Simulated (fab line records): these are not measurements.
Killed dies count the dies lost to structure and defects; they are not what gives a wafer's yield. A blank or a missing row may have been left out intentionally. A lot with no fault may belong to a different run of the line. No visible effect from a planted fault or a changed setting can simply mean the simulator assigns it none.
Code-filled problem report in 8D (eight disciplines) form -- flow n5_finfet -- the parts of the form that need people (team, actions taken, sign-off) are left out

== 1. THE PROBLEM ==
At N5_BEOL_M14_COAT_66, spin_speed_rpm averages 1778.5 rpm over 6 wafers from 2 lots, while fault-free wafers read 1500.3 rpm, standard deviation 0.88. That is +99 or more standard deviations from the usual mean.
The step: time 60 s, resist thk 110 nm.
The first sign was on wafer L814.2 at day 13 19:38, on litho_track-01. The record has a number at this step for 30 wafers belonging to 10 lots. The rule behind "out" and "out of limits": a value lying over 4 standard deviations away from the usual mean. The other wafers with a number count as sound.

== 2. WHAT THIS IS AND IS NOT ==
question,is,is not
which readings at this step,spin_speed_rpm,dispense_pressure_kPa
which lots,"L814, L816","L805, L806, L810, L811, L817, L821, L823, L825"
which wafers of those lots,all that have a number,-
read on which tools,litho_track-01,"litho_track-02, litho_track-05"
when,from day 13 19:38,"up to then (12 sound wafers); but 12 sound wafers of L817, L821, L823, L825 came after"

== 3. THE SUSPECTS, EACH WITH WHAT RULES IT OUT ==
Counting: any tool at a process step up to the reading is kept as a suspect provided that every lot that is out went through it and no sound lot did after the first of them.
- litho_track-01 at N5_BEOL_M14_COAT_66 (time 60 s, resist thk 110 nm): kept. Every lot that is out went through it, starting with L814 (day 13 19:38), and after that it ran no sound lot; the last sound lot it ran before then is L810 (day 12 14:12). Its own spin_speed_rpm readings are out on those wafers.
The count leaves litho_track-01 at N5_BEOL_M14_COAT_66.

== 4. THE CAUSE (what the simulator had put in) ==
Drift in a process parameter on litho_track-01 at N5_BEOL_M14_COAT_66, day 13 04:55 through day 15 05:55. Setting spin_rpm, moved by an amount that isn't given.
The count eliminated every tool but this one.

== 5. THE CHAIN OF EFFECTS, in route order ==
Rows list readings where the struck wafers' mean (over those with a number) sits beyond 3 standard deviations from the usual. Only readings for which the record gives a usual standard deviation are gone through. hours: the time from each lot's start at the first step in this table that gives one to its start at this step, as a median over the lots. sigmas: the change in usual standard deviations.
hours,step,reading,usual,on struck wafers,change,sigmas
0,N5_BEOL_M14_COAT_66,spin_speed_rpm,1500.3 rpm,1778.5,+278.2,+99 or more
1,N5_BEOL_M14_ETCH_67,etch_rf_on_time_s,240 s,214,-26,-6.6
Process steps it contains:
- N5_BEOL_M14_COAT_66: time 60 s, resist thk 110 nm.
- N5_BEOL_M14_ETCH_67: etches SiARC in CF4, target depth 143 nm, time 238.3 s.

== 6. HOW IT WOULD HAVE BEEN CAUGHT EARLIER ==
First out-of-limits reading in this record: day 13 19:38, which is 15 hours after fault onset at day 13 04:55.
